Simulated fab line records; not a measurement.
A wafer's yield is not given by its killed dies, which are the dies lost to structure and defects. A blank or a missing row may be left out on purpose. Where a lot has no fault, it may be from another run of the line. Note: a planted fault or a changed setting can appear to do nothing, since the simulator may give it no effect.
Problem report, 8D (eight disciplines) form, completed by code    flow nand-harc    the parts of the form that need people (team, actions taken, sign-off) are left out

1. WHAT WENT WRONG
oes-product-au at NHARC_A_WL_FILL_ETCHBACK_26 reads a mean of 0.778 a.u. on 4 wafers of 2 lots; wafers without a fault read 0.999 a.u. with a standard deviation of 0.009. That puts it -25 standard deviations away from the usual mean.
The step: etches the open film in HBr, target depth 52 nm, time 13.3 s.
Seen first at day 29 13:28 on rie-si-02, wafer L141.1. The record holds 18 wafers of 6 lots with a number at this step. Rule for "out", or "out of limits": more than 4 standard deviations from the usual mean. The rest of the wafers with a number are treated as sound.

2. WHAT IT IS AND WHAT IT IS NOT
question                     is                              is not
which readings at this step  oes-product-au                  drypump-motor-current-A, throttle-valve-pct
which lots                   L141, L142                      L122, L127, L128, L143
which wafers of those lots   L141.1, L141.5, L142.4, L142.5  L141.4, L142.3
read on which tools          rie-si-02                       rie-si-01, rie-si-05
when                         from day 29 13:28               up to then (10 sound wafers); but 4 sound wafers of L142, L143 came after

3. THE SUSPECTS, EACH WITH WHAT RULES IT OUT
Counting: if a tool at a process step up to the reading ran every lot that is out, it stays a suspect. Sound lots after the first of them don't rule it out here, since some wafers of a struck lot are sound.
- rie-si-02 at NHARC_A_WL_FILL_ETCHBACK_26 (etches the open film in HBr, target depth 52 nm, time 13.3 s): kept. It ran every lot that is out, first L141 (day 29 13:28); its last sound lot up to then is L128 (day 24 00:44). Its own oes-product-au readings are out on those wafers.
- Within rie-si-02 at NHARC_A_WL_FILL_ETCHBACK_26: the wafers that are out ran in chamber 0; their sound lot-mates ran in chamber 1.
The count leaves rie-si-02 at NHARC_A_WL_FILL_ETCHBACK_26.

4. THE CAUSE (what the simulator had put in)
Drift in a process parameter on rie-si-02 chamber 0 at NHARC_A_WL_FILL_ETCHBACK_26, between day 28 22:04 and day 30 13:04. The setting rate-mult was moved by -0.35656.
After counting, this tool was the only one left.

5. SEQUENCE OF EFFECTS, ordered by route
One row per reading whose mean, taken over the struck wafers that have a number, lies over 3 standard deviations from the usual. Readings are gone through only where the record gives a usual standard deviation; hours: the median, over the lots, of the time from a lot's start at the first step in this table giving one to that lot's start at this step; sigmas: the change measured in usual standard deviations.
hours  step                         reading         usual       on struck wafers  change  sigmas
0      NHARC_A_WL_FILL_ETCHBACK_26  oes-product-au  0.999 a.u.  0.778             -0.221  -25
Process steps it contains:
- NHARC_A_WL_FILL_ETCHBACK_26: etches the open film in HBr, target depth 52 nm, time 13.3 s.

6. HOW IT WOULD HAVE BEEN CAUGHT EARLIER
The fault began at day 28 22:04; the first out-of-limits reading in this record came at day 29 13:28, 15 hours later.
